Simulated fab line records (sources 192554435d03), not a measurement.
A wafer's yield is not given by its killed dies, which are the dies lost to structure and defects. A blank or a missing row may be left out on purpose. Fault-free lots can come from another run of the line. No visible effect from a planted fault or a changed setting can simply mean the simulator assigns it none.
Chamber matching -- flow n5Finfet -- 4 sister chambers for N5_BEOL_M5_ETCH_72 on rieDiel-01
The step etches underlayer in N2/H2, target depth 6.5 nm, time 5.2 s. 18 wafers are shown with their chamber, then 9 later ones without.

EACH WAFER AND ITS CHAMBER
wafer,chamber,showerheadPlenumPTorr (Torr),drypumpMotorCurrentA (A),throttleValvePct (%)
L077.1,3,2.48,6.3,17.67
L077.2,2,2.51,6.1,17.51
L077.4,1,2.51,5.2,18.20
L080.3,2,2.51,6.1,17.54
L080.4,0,2.57,4.8,17.58
L080.5,0,2.57,4.7,17.58
L081.1,0,2.57,4.8,17.56
L081.2,2,2.51,6.1,17.53
L081.3,1,2.51,5.2,18.21
L081.4,3,2.48,6.3,17.70
L081.5,1,2.51,5.2,18.22
L081.6,2,2.51,6.1,17.54
L082.3,1,2.51,5.2,18.20
L082.4,3,2.48,6.4,17.69
L082.5,2,2.51,6.1,17.52
L084.2,0,2.57,4.8,17.58
L084.3,2,2.50,6.1,17.53
L084.6,3,2.48,6.4,17.70

SIGNATURES (means of the wafers above)
reading,chamber 0,chamber 1,chamber 2,chamber 3,scatter within a chamber
showerheadPlenumPTorr,2.5700,2.5100,2.5083,2.4800,0.00244
drypumpMotorCurrentA,4.775,5.200,6.100,6.350,0.0354
throttleValvePct,17.5750,18.2075,17.5283,17.6900,0.0115
Rule: for a wafer and a chamber, the distance is found by dividing, reading by reading, the gap between the wafer's reading and the chamber's mean by the reading's scatter, squaring, summing and taking the root. If the next closest chamber is less than 2 further off than the closest, the wafer can't be placed; otherwise it belongs to the closest. How the scatter is found: for the shown wafers, subtract from each reading the mean of its chamber, square and add these, divide the total by (wafers less chambers), then take the root.

WAFERS WHOSE CHAMBER IS MISSING
wafer,showerheadPlenumPTorr (Torr),drypumpMotorCurrentA (A),throttleValvePct (%)
L086.1,2.50,6.1,17.54
L086.2,2.47,6.4,17.73
L086.3,2.51,5.2,18.26
L086.4,2.57,4.7,17.61
L086.5,2.57,4.8,17.57
L086.6,2.48,6.4,17.73
L095.2,2.50,5.3,18.27
L095.3,2.56,4.7,17.65
L095.4,2.47,6.4,17.75

CHAMBER TAKEN BY EACH
wafer,from the rows above,in truth
L086.1,2,2
L086.2,3,3
L086.3,1,1
L086.4,0,0
L086.5,0,0
L086.6,3,3
L095.2,1,1
L095.3,0,0
L095.4,3,3
9 of 9 placed correctly. Not placeable from these rows: 0. 0 placed wrongly.
